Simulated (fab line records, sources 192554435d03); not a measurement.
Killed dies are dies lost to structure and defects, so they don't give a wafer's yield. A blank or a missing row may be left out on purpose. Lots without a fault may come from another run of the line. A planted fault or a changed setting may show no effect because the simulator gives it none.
fab line records | flow n5_finfet
record lots=7 wafers=39
route steps=1938 shown BEOL_M15@1809 MIM_BOT_ETCH@1866
start_h: hours from the record's first day to the start of the lot's first wafer shown | wait_h: hours since the lot's step before | " the same as in the row above | L1.1+2: a row that stands for several wafers | - no value, or no start given | * or withheld: withheld | < > ~ a bound
route shown NAME@n: a module of which the file shows steps, and the number in the route of the first | usual: mean/standard deviation of fault-free wafers | same: alike in all rows | chamber/n: place in a boat | sites: the reading at each site | _std_site: their standard deviation | _edge_site: outer sites' mean less inner sites' | radius_mm: how far each site lies from the wafer's centre | mask NAME#n: copy n | behind: the tool/chamber that last shaped the wafer | hold: why the lot was held/for how many hours/how that ended | device: the transistor (n, p or np) that didn't switch | end of line: the same wafers' tests at the end of the route | a step without rows: its recipe alone | killed: dies lost to structure and defects at the first sort, not the wafer's yield | map: a wafer's dies, x killed, . not, _ none there
set.NAME: the setting as run; set.NAME@STEP: as run at that earlier step | model.NAME: the simulator's own value behind a step, which no gauge read
lots whose settings were changed on purpose; a table a step, a row a wafer
## steps
# step N5_BEOL_M15_TRENCH_ETCH_34
# recipe chemistry=C4F8/O2/Ar target=SiO2 target_depth_a=8729.3 he_inner_torr=15 he_outer_torr=30 time_s=199 ion_energy_ev=800 pressure_mtorr=20 source_w=1905 bias_w=2040 Ar_flow_sccm=400 C4F8_flow_sccm=16 O2_flow_sccm=12
# columns lot.wafer tool chamber start_h wait_h set.time_s model.etch.depth_nm model.coat_of_BEOL_M15_COAT_22.thk_nm
L075.4 rie_diel-06 0 278.06 0.0 199 869.2 544.4
L075.5 " 1 " " 199 884.4 538.8
L075.6 " 0 " " 199 865.7 541.8
L079.1 rie_diel-02 1 298.64 0.0 156.3 688.1 578.4
L079.2 " 0 " " 199 882 539.4
L079.3 " 3 " " 199 858.7 546.2
L079.4 " 2 " " 156.3 691.8 576.2
L079.5 " 0 " " 156.3 697.4 575.6
L079.6 " 3 " " 199 851.8 549.2
L083.1 rie_diel-06 3 326.24 0.0 199 888.3 539.2
L083.2 " 0 " " 314.3 1358 446.4
L083.3 " 1 " " 314.3 1386 437
L083.4 " 0 " " 199 855.9 545.6
L083.5 " 1 " " 314.3 1379 437.2
L083.6 " 3 " " 199 883.9 538.8
L082.1 rie_diel-06 3 326.64 0.0 199 886.1 544
L082.2 " 1 " " 199 883.4 543.2
L082.3 " 0 " " 80.87 351.6 648.8
L082.4 " 1 " " 80.87 361.9 647.6
L082.5 " 0 " " 199 872 548
L082.6 " 3 " " 80.87 359.7 645.6
L084.1 rie_diel-05 3 343.68 0.0 285 1240 468.4
L084.2 " 0 " " 199 868.8 546.6
L084.3 " 1 " " 285 1245 469.8
L084.4 " 1 " " 199 865.6 546.6
L084.5 " 3 " " 199 868.5 543.6
L084.6 " 0 " " 285 1251 466
L089.1 rie_diel-05 3 348.68 0.0 199 870.5 543.4
L089.2 " 1 " " 199 867.4 546.4
L089.3 " 0 " " 199 879.1 542
L089.4 " 3 " " 199 870.3 545.8
L089.5 " 0 " " 199 875.8 543.6
L089.6 " 1 " " 199 875.5 547.4
L093.1 rie_diel-02 3 407.23 0.0 256 1096 507.6
L093.2 " 2 " " 256 1124 498.4
L093.3 " 1 " " 256 1123 496.2
L093.4 " 0 " " 199 876.4 545
L093.5 " 0 " " 199 876.5 543.8
L093.6 " 1 " " 199 871.5 545.6
# step N5_BEOL_M15_STRIP_36
# recipe chemistry=O2 power_w=600 temp_c=60 pressure_mtorr=30 rf_frequency_hz=6e+07 bias_power_w=0 overash_fraction=0.3 o2_flow_sccm=225
# step N5_BEOL_M15_ECD_47
# recipe material=Cu target_thk_a=18600
# step N5_BEOL_M15_ANNEAL_48
# recipe temp_c=225 time_s=90 ambient=N2
# step N5_BEOL_M15_CMP_49
# recipe stop_on=SiO2 t_overpolish_s=4.9 down_force_psi=2 platen_rpm=80 clearing_platen_down_force_psi=2 clearing_platen_rpm=80 post_cmp_clean=cu_alkaline target_thk_nm=850 clearing_platen_pad_velocity_m_s=1.5917 pad_velocity_m_s=1.5917
# columns lot.wafer tool chamber start_h wait_h set.time_s@BEOL_M15_TRENCH_ETCH_34 model.Cu_of_BEOL_M15_ECD_47.thk_nm
L075.4 cmp-04 3 279.89 0.1 199 845.4
L075.5 " 3 " " 199 860.4
L075.6 " 0 " " 199 841
L079.4 cmp-03 3 304.67 0.3 156.3 667.2
L079.3 " 0 " " 199 834.2
L079.2 " 1 " " 199 857.6
L079.1 " 2 " " 156.3 664.6
L079.6 " 3 " " 199 827.2
L079.5 " 0 " " 156.3 673
L083.3 cmp-03 2 330.74 0.2 314.3 1363
L083.2 " 3 " " 314.3 1335
L083.1 " 0 " " 199 865.4
L083.4 " 1 " " 199 834.2
L083.5 " 2 " " 314.3 1356
L083.6 " 3 " " 199 860.4
L082.4 cmp-04 3 333.07 0.1 80.87 337.6
L082.2 " 0 " " 199 859
L082.3 " 1 " " 80.87 329.6
L082.1 " 2 " " 199 863.6
L082.6 " 3 " " 80.87 336
L082.5 " 0 " " 199 848.2
L084.1 cmp-01 2 345.25 0.3 285 1218
L084.3 " 3 " " 285 1223
L084.4 " 0 " " 199 843.2
L084.2 " 1 " " 199 847.4
L084.5 " 2 " " 199 845.6
L084.6 " 3 " " 285 1228
L089.2 cmp-04 2 351.80 0.8 199 845.6
L089.3 " 3 " " 199 856.2
L089.1 " 0 " " 199 846.6
L089.4 " 1 " " 199 848.2
L089.5+6 " 2,3 " " 199 852.2
L093.2 cmp-03 3 409.43 0.2 256 1102
L093.3 " 0 " " 256 1101
L093.4 " 1 " " 199 853.4
L093.1 " 2 " " 256 1074
L093.6 " 3 " " 199 849
L093.5 " 0 " " 199 855.2
# step N5_BEOL_M15_THK_MEAS_50
# recipe thk_meas_gauge=xrf reads=Cu_of_BEOL_M15_ECD_47
# usual M15_THK=856/14
# columns lot.wafer tool chamber start_h wait_h set.time_s@BEOL_M15_TRENCH_ETCH_34 M15_THK[nm]
L075.4 film_metro-01 - 280.18 - 199 849
L075.5 " - " " 199 866
L075.6 " - " " 199 846
L079.1 film_metro-02 - 304.97 - 156.3 663
L079.2 " - " " 199 855
L079.3 " - " " 199 835
L079.4 " - " " 156.3 668
L079.5 " - " " 156.3 671
L079.6 " - " " 199 831
L083.1 film_metro-02 - 331.04 - 199 864
L083.2 " - " " 314.3 1331
L083.3 " - " " 314.3 1366
L083.4 " - " " 199 835
L083.5 " - " " 314.3 1355
L083.6 " - " " 199 863
L082.1 film_metro-01 - 333.37 - 199 873
L082.2 " - " " 199 868
L082.3 " - " " 80.87 333
L082.4 " - " " 80.87 341
L082.5 " - " " 199 859
L082.6 " - " " 80.87 341
L084.1 film_metro-01 - 345.55 - 285 1225
L084.2 " - " " 199 853
L084.3 " - " " 285 1235
L084.4 " - " " 199 853
L084.5 " - " " 199 855
L084.6 " - " " 285 1240
L089.1 film_metro-02 - 352.10 - 199 847
L089.2 " - " " 199 845
L089.3 " - " " 199 856
L089.4 " - " " 199 846
L089.5 " - " " 199 852
L089.6 " - " " 199 858
L093.1 film_metro-02 - 409.72 - 256 1084
L093.2 " - " " 256 1108
L093.3 " - " " 256 1107
L093.4 " - " " 199 856
L093.5 " - " " 199 859
L093.6 " - " " 199 852
# step N5_BEOL_M15_PRE_CLEAN_52
# recipe gas=NH3 time_s=15 temp_c=withheld rf_power_w=300
# step N5_BEOL_M15_DEP_53
# recipe material=SiCN target_thk_a=500 temp_c=withheld precursor=3MS/NH3 pressure_torr=3 rf_w=675 time_s=17.8
# step N5_BEOL_M15_RS_MEAS_54
# recipe thk_meas_gauge=four-point-probe reads=Cu_of_BEOL_M15_ECD_47+Ta_of_BEOL_M15_SPUTTER_44+TaN_of_BEOL_M15_SPUTTER_43
# usual M15_RS=0.0215/0.00032
# columns lot.wafer tool chamber start_h wait_h set.time_s@BEOL_M15_TRENCH_ETCH_34 M15_RS[ohm/sq]
L075.4 film_metro-01 - 280.31 0.0 199 0.0217
L075.5 " - " " 199 0.0213
L075.6 " - " " 199 0.0218
L079.1 film_metro-02 - 305.10 0.0 156.3 0.0276
L079.2 " - " " 199 0.0213
L079.3 " - " " 199 0.0220
L079.4 " - " " 156.3 0.0275
L079.5 " - " " 156.3 0.0273
L079.6 " - " " 199 0.0221
L083.1 film_metro-01 - 331.17 0.0 199 0.0212
L083.2 " - " " 314.3 0.0137
L083.3 " - " " 314.3 0.0134
L083.4 " - " " 199 0.0220
L083.5 " - " " 314.3 0.0134
L083.6 " - " " 199 0.0213
L082.1 film_metro-02 - 333.50 0.0 199 0.0211
L082.2 " - " " 199 0.0213
L082.3 " - " " 80.87 0.0571
L082.4 " - " " 80.87 0.0556
L082.5 " - " " 199 0.0216
L082.6 " - " " 80.87 0.0559
L084.1 film_metro-01 - 345.67 0.0 285 0.0150
L084.2 " - " " 199 0.0216
L084.3 " - " " 285 0.0149
L084.4 " - " " 199 0.0218
L084.5 " - " " 199 0.0217
L084.6 " - " " 285 0.0149
L089.1 film_metro-02 - 352.22 0.0 199 0.0216
L089.2 " - " " 199 0.0217
L089.3 " - " " 199 0.0214
L089.4 " - " " 199 0.0216
L089.5 " - " " 199 0.0215
L089.6 " - " " 199 0.0215
L093.1 film_metro-02 - 409.85 0.0 256 0.0169
L093.2 " - " " 256 0.0165
L093.3 " - " " 256 0.0166
L093.4 " - " " 199 0.0214
L093.5 " - " " 199 0.0214
L093.6 " - " " 199 0.0216
# step N5_MIM_BOT_ETCH_ETCH_04
# recipe chemistry=CF4/O2 target=SiNx target_depth_a=260 time_s=13 ion_energy_ev=100 pressure_mtorr=40 source_w=535 bias_w=49 Ar_flow_sccm=100 cf4_flow_sccm=100 O2_flow_sccm=10
# columns lot.wafer tool chamber start_h wait_h set.time_s model.etch.depth_nm model.MIM_BOT_ETCH.cd_offset_nm
L075.4 rie_diel-01 0 285.15 0.0 13 25.71 0
L075.5 " 1 " " 13 26.39 0
L075.6 " 0 " " 13 25.43 0
L079.1 rie_diel-01 0 309.46 0.0 9.269 18.5 0.4
L079.2 " 3 " " 9.269 19.13 0.4
L079.3 " 1 " " 9.269 18.89 0.4
L079.4 " 3 " " 13 26.74 0
L079.5 " 0 " " 13 26.06 0
L079.6 " 1 " " 13 26.77 0
L083.1 rie_diel-03 1 336.39 0.0 20.34 40.9 -0.8
L083.2 " 2 " " 13 25.81 0
L083.3 " 3 " " 13 25.63 0
L083.4 " 3 " " 13 25.9 0
L083.5 " 1 " " 20.34 41.14 -0.8
L083.6 " 2 " " 20.34 40.34 -0.6
L082.1 rie_diel-01 0 338.27 0.0 13 25.95 0.2
L082.2 " 2 " " 15.98 32.02 -0.2
L082.3 " 3 " " 15.98 32.9 -0.2
L082.4 " 1 " " 13 26.59 0
L082.5 " 1 " " 15.98 32.46 -0.2
L082.6 " 0 " " 13 25.88 0
L084.1 rie_diel-04 2 350.22 0.0 16.65 32.71 -0.4
L084.2 " 0 " " 16.65 34.09 -0.4
L084.3 " 3 " " 13 25.56 0
L084.4 " 3 " " 16.65 32.68 -0.2
L084.5 " 0 " " 13 26.49 0
L084.6 " 2 " " 13 25.26 0
L089.1 rie_diel-03 2 357.09 0.0 13 25.72 0
L089.2 " 1 " " 13 26.25 -0.2
L089.3 " 3 " " 13 25.91 0
L089.4 " 1 " " 13 26.17 0
L089.5 " 2 " " 13 25.71 0
L089.6 " 3 " " 13 25.7 0
L093.1 rie_diel-03 1 414.79 0.0 20.67 41.77 -0.6
L093.2 " 2 " " 13 25.69 0
L093.3 " 0 " " 13 25.98 0
L093.4 " 2 " " 13 25.52 0
L093.5 " 1 " " 20.67 41.54 -0.6
L093.6 " 0 " " 20.67 41.15 -0.6
## key
split step=N5_BEOL_M15_TRENCH_ETCH_34 setting=time_s stated=199 by=wafer
response step=N5_BEOL_M15_TRENCH_ETCH_34 reading=model.etch.depth_nm change=+8.65 per=1% r=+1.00
response step=N5_BEOL_M15_TRENCH_ETCH_34 reading=model.coat_of_BEOL_M15_COAT_22.thk_nm change=-1.72 per=1% r=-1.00
response step=N5_BEOL_M15_CMP_49 reading=model.Cu_of_BEOL_M15_ECD_47.thk_nm change=+8.65 per=1% r=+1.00
response step=N5_BEOL_M15_THK_MEAS_50 reading=M15_THK change=+8.7 per=1% r=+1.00
response step=N5_BEOL_M15_RS_MEAS_54 reading=M15_RS shape=bent at_lowest=0.0562 at_stated=0.0216 at_highest=0.0135
split step=N5_MIM_BOT_ETCH_ETCH_04 setting=time_s stated=13 by=wafer
response step=N5_MIM_BOT_ETCH_ETCH_04 reading=model.etch.depth_nm change=+0.267 per=1% r=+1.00
response step=N5_MIM_BOT_ETCH_ETCH_04 reading=model.MIM_BOT_ETCH.cd_offset_nm change=-0.0118 per=1% r=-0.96
